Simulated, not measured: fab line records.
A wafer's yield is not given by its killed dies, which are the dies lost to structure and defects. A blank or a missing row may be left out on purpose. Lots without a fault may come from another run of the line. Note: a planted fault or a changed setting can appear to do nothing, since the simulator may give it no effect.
Split-lot experiment | flow n5-finfet | 21 wafers read across 7 lots, on a route 1938 steps long

THE SPLIT
At N5_SDB_COAT_05 (resist thk 90 nm), the setting spin-rpm was moved away from the recipe's 1500 rpm on 11 of the 21 wafers read, by -9.7% to +7.8%. All remaining wafers had this setting at the recipe value.

FROM THE SPLIT TO THE READING: what the file shows between them, 4 steps
- N5_SDB_EXPOSE_08: exposes mask SDB (also split here: dose-mj)
- N5_SDB_PEB_09: peb time 60 s
- N5_SDB_DEVELOP_10: develop time 30 s
- N5_SDB_CD_MEAS_11: target cd 50 nm

THE READING
CAR-ArF_of_SDB_COAT_05.thk-nm (the simulator's own value, which no gauge read), in nm, at N5_SDB_DESCUM_16 (chemistry O2, time 7.9 s). There is no usual value for it anywhere in the file. The 10 wafers here that ran the recipe average 83.5 nm, standard deviation 0.27 nm.

wafer  | tool, chamber at the split | spin-rpm as run, rpm | against the recipe | CAR-ArF_of_SDB_COAT_05.thk-nm, nm | against lot-mates on the recipe
L084.3 | litho-track-03, 0          | 1500                 | recipe             | 83.8                              | -
L084.4 | litho-track-03, 0          | 1500                 | recipe             | 83.6                              | -
L084.5 | litho-track-03, 0          | 1617                 | +7.8%              | 80.4                              | -3.3
L086.3 | litho-track-04, 0          | 1500                 | recipe             | 83.2                              | -
L086.6 | litho-track-04, 0          | 1500                 | recipe             | 83.2                              | -
L086.5 | litho-track-04, 0          | 1553                 | +3.5%              | 81.4                              | -1.8
L089.1 | litho-track-02, 0          | 1500                 | recipe             | 83.2                              | -
L089.2 | litho-track-02, 0          | 1609                 | +7.3%              | 80                                | -3.2
L089.6 | litho-track-02, 0          | 1609                 | +7.3%              | 80.4                              | -2.8
L090.3 | litho-track-04, 0          | 1500                 | recipe             | 83.4                              | -
L090.4 | litho-track-04, 0          | 1354                 | -9.7%              | 88                                | +4.6
L090.6 | litho-track-04, 0          | 1354                 | -9.7%              | 88                                | +4.6
L091.3 | litho-track-03, 0          | 1417                 | -5.5%              | 86.4                              | no lot-mate on the recipe
L091.4 | litho-track-03, 0          | 1417                 | -5.5%              | 86                                | no lot-mate on the recipe
L091.6 | litho-track-03, 0          | 1417                 | -5.5%              | 86.6                              | no lot-mate on the recipe
L094.1 | litho-track-03, 0          | 1500                 | recipe             | 83.4                              | -
L094.2 | litho-track-03, 0          | 1500                 | recipe             | 84                                | -
L094.5 | litho-track-03, 0          | 1500                 | recipe             | 83.8                              | -
L097.1 | litho-track-04, 0          | 1396                 | -6.9%              | 86.8                              | +3.4
L097.2 | litho-track-04, 0          | 1396                 | -6.9%              | 86.8                              | +3.4
L097.6 | litho-track-04, 0          | 1500                 | recipe             | 83.4                              | -

FIT RESULTS
A straight line over all 21 wafers: CAR-ArF_of_SDB_COAT_05.thk-nm changes by -0.465 nm for each +1% of spin-rpm; r = -0.99; the points scatter about the line by 0.3 nm.
The same after taking each lot's own level away (the mean of its wafers on the recipe; 18 wafers): -0.456 nm for each +1%; r = -1.00; scatter 0.2 nm.
Per that fit: largest spin-rpm move, reading shift of 4.4 nm.
The span of the lots' own levels, 83.20 to 83.73 nm, comes to 2.0 times the standard deviation stated above.
The two slopes agree, so the slope changes little with the lot-to-lot level.
Check: +4.49 nm against its lot-mates is what the line predicts for one of the wafers moved furthest among these (-9.7%) when that wafer is left out of the fit. Against them it came out at +4.6 nm.

OTHER SPLITS ON THESE WAFERS
Note: prior to the reading, these wafers also went through further splits. Each is held against what the fit with the lots' levels taken away leaves over:
other split on the same wafers                    | wafers away from the commonest value | r with CAR-ArF_of_SDB_COAT_05.thk-nm (lot level and that fit taken away)
N5_PMOS_HMC_CHANNEL_EPI_PEB_07 peb-temp-c         | 9                                    | -0.11
N5_PMOS_HMC_CHANNEL_EPI_DEVELOP_08 develop-time-s | 5                                    | +0.38
N5_FIN_CUT_COAT_29 spin-rpm                       | 7                                    | +0.19
N5_FIN_CUT_EXPOSE_05 dose-mj                      | 7                                    | +0.10
N5_DUMMY_GATE_CVD_03 temp-c                       | 12                                   | +0.12
N5_SD_EPI_N_COAT_33 spin-rpm                      | 5                                    | +0.11
N5_SDB_EXPOSE_08 dose-mj                          | 9                                    | +0.24

THE WHOLE CHAIN: every reading that the file lists as answering this split, in the file's order
step              | what it does             | reading                                                                        | change (the file's fit)               | r (the file's)
N5_SDB_COAT_05    | resist thk 90 nm         | CAR-ArF_of_SDB_COAT_05.thk-nm (the simulator's own value, which no gauge read) | -0.465 nm for each +1% of the setting | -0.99
N5_SDB_DEVELOP_10 | develop time 30 s        | CAR-ArF_of_SDB_COAT_05.thk-nm (the simulator's own value, which no gauge read) | -0.454 nm for each +1% of the setting | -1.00
N5_SDB_DESCUM_16  | chemistry O2, time 7.9 s | CAR-ArF_of_SDB_COAT_05.thk-nm (the simulator's own value, which no gauge read) | -0.455 nm for each +1% of the setting | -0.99

THE FILE'S OWN FIT
CAR-ArF_of_SDB_COAT_05.thk-nm changes by -0.455 nm for each +1% of spin-rpm, r = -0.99.
